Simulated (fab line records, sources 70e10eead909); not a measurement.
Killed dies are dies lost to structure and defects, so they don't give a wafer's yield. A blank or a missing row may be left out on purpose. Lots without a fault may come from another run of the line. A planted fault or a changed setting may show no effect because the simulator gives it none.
Chamber matching | flow nand_harc | NHARC_A_STAIRCASE_DEP_301 on pecvd-03: 3 sister chambers
The step deposits SiON, target thk 30 nm. 22 wafers are shown with their chamber, then 11 later ones without.

WAFERS WITH THEIR CHAMBER
wafer  | chamber | showerhead_vpp_V (V) | heater_power_w (W)
L076.1 | 2       | 1198                 | 709
L076.4 | 2       | 1195                 | 742
L076.5 | 0       | 1170                 | 821
L077.3 | 2       | 1195                 | 685
L077.5 | 2       | 1196                 | 715
L077.6 | 0       | 1152                 | 815
L080.2 | 2       | 1182                 | 620
L080.3 | 1       | 1169                 | 942
L080.6 | 0       | 1157                 | 721
L083.2 | 2       | 1203                 | 743
L083.5 | 2       | 1193                 | 739
L083.6 | 1       | 1159                 | 928
L085.1 | 0       | 1175                 | 727
L085.3 | 2       | 1201                 | 755
L085.4 | 0       | 1165                 | 767
L086.2 | 2       | 1182                 | 709
L086.5 | 2       | 1186                 | 719
L086.6 | 1       | 1151                 | 834
L089.3 | 1       | 1173                 | 812
L089.4 | 2       | 1185                 | 677
L089.6 | 1       | 1153                 | 823
L090.1 | 2       | 1186                 | 643

SIGNATURES (means of the wafers above)
reading          | chamber 0 | chamber 1 | chamber 2 | scatter within a chamber
showerhead_vpp_V | 1163.80   | 1161.00   | 1191.83   | 8.34
heater_power_w   | 770.20    | 867.80    | 704.67    | 47.8
Rule: a wafer's distance from a chamber is the root of the sum, over the readings, of the square of ((its reading less the chamber's mean) divided by the reading's scatter). The wafer belongs to the nearest chamber; if the next one is less than 2 further off, it can't be placed. The scatter: the root of (the sum of the squares of (reading less its chamber's mean) over the shown wafers, divided by (wafers less chambers)).

WAFERS WITHOUT THEIR CHAMBER
wafer  | showerhead_vpp_V (V) | heater_power_w (W)
L090.3 | 1141                 | 923
L090.5 | 1175                 | 736
L093.4 | 1193                 | 625
L093.5 | 1173                 | 769
L093.6 | 1148                 | 857
L094.2 | 1197                 | 659
L094.3 | 1160                 | 928
L094.4 | 1169                 | 707
L096.4 | 1187                 | 675
L096.5 | 1166                 | 775
L096.6 | 1192                 | 690

WHICH CHAMBER EACH WENT THROUGH
wafer  | from the rows above          | in truth
L090.3 | can't be placed: 1 or 0      | 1
L090.5 | can't be placed: 0 or 2 or 1 | 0
L093.4 | 2                            | 2
L093.5 | can't be placed: 0 or 1 or 2 | 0
L093.6 | can't be placed: 1 or 0      | 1
L094.2 | 2                            | 2
L094.3 | 1                            | 1
L094.4 | can't be placed: 0 or 2      | 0
L096.4 | 2                            | 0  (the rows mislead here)
L096.5 | can't be placed: 0 or 1      | 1
L096.6 | 2                            | 2
Placed correctly: 4 of 11. Can't be placed from these rows: 6 (the true chamber is among the candidates in 6). Placed wrongly: 1.
